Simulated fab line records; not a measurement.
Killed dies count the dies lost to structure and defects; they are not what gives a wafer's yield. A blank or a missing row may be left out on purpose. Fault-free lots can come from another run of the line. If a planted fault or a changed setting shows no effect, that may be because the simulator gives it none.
The same fault as seen by 3 desks + flow nand-harc + what lay behind the numbers comes last; until then each desk has only its own

== THE METROLOGY DESK ==
Means of the sampled wafers that have a number, per lot and without regard to the tool the lot ran on: this is what the gauges read. A lot is out of limits, marked OUT, if its mean lies more than 4 standard deviations from the usual mean; the brackets give that distance.
Columns: A = thk-nm at NHARC_P_M2_THK_MEAS_24, usual 144.7 nm
| lot  | first seen here | A              |
|------|-----------------|----------------|
| L396 | day 6 17:55     | 142.7          |
| L397 | day 7 06:01     | 144.1          |
| L399 | day 8 08:05     | 144.4          |
| L400 | day 8 13:12     | 145.1          |
| L401 | day 9 03:22     | 142.7          |
| L403 | day 9 21:13     | 30.6 (-76) OUT |
| L404 | day 10 00:46    | 30.2 (-76) OUT |
| L405 | day 10 20:40    | 29.7 (-77) OUT |
| L411 | day 13 00:32    | 142.3          |
| L412 | day 13 19:12    | 144.3          |
| L413 | day 14 01:28    | 143.9          |
| L414 | day 14 13:22    | 145.4          |
| L416 | day 15 05:00    | 145.2          |
| L415 | day 15 05:59    | 148.2          |
| L418 | day 16 02:34    | 144.7          |
This desk's verdict: out of limits on L403, L404, L405, starting with L403 at day 9 21:13 (thk-nm at NHARC_P_M2_THK_MEAS_24). L396, L397, L399, L400, L401, L411, L412, L413, L414, L416, L415, L418 stayed within limits.

== THE DEFECT DESK ==
For each lot, the counts of the inspections along the route, averaged over the sampled wafers that have a number. A lot is out of limits, marked OUT, if its mean lies more than 4 standard deviations from the usual mean; the brackets give that distance.
Columns: A = raw-defect-count at NHARC_P_M2_INSPECT_27, usual 297
| lot  | first seen here | A   |
|------|-----------------|-----|
| L396 | day 6 18:04     | 350 |
| L397 | day 7 06:11     | 289 |
| L399 | day 8 08:14     | 392 |
| L400 | day 8 13:22     | 210 |
| L401 | day 9 03:31     | 342 |
| L403 | day 9 21:23     | 337 |
| L404 | day 10 00:55    | 352 |
| L405 | day 10 20:49    | 266 |
| L411 | day 13 00:43    | 253 |
| L412 | day 13 19:22    | 354 |
| L413 | day 14 01:37    | 364 |
| L414 | day 14 13:31    | 253 |
| L416 | day 15 05:11    | 247 |
| L415 | day 15 06:10    | 182 |
| L418 | day 16 02:44    | 299 |
Result from this desk: across the 15 lots, nothing is out of limits.

== AT THE TOOL OWNER'S DESK: ecd-cu-02 ==
The tool's own readings at NHARC_P_M2_ECD_22 (material Cu, target thk 400 nm): means of the sampled wafers that have a number, for each lot that ran on this tool. A lot is out of limits, marked OUT, if its mean lies more than 4 standard deviations from the usual mean; the brackets give that distance.
Columns: A = bath-heat-duty-pct at NHARC_P_M2_ECD_22, usual 5.8 %; B = bath-temp-c at NHARC_P_M2_ECD_22, usual 24.99 C
| lot  | first seen here | A   | B     |
|------|-----------------|-----|-------|
| L400 | day 8 12:08     | 5.4 | 24.94 |
| L401 | day 9 02:23     | 6.3 | 24.97 |
| L411 | day 12 23:33    | 5.7 | 25.04 |
| L412 | day 13 18:13    | 5.2 | 25.00 |
| L413 | day 14 00:26    | 6.1 | 25.00 |
| L416 | day 15 04:01    | 5.9 | 24.97 |
| L415 | day 15 04:57    | 5.5 | 24.92 |
| L418 | day 16 01:38    | 5.5 | 25.15 |
Result from this desk: across the 8 lots, nothing is out of limits.

== ALL TOGETHER ==
At day 9 21:13 the metrology desk could have sounded an alarm, on L403, L404, L405.
No out-of-limits result turned up at the defect desk.
The tool owner's desk saw nothing out of limits.
The defect desk has L403, L404, L405 on record, within its limits.
The tool owner's desk has no number on record for L403, L404, L405.
Of the lots named, all ran NHARC_P_M2_ECD_22 on ecd-cu-02.

== WHAT HAD BEEN PUT IN BY THE SIMULATOR ==
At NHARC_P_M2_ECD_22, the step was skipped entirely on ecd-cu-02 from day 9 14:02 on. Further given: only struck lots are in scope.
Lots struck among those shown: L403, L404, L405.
Hours from the fault's start to each desk's first reading out of limits: the metrology desk, 7.
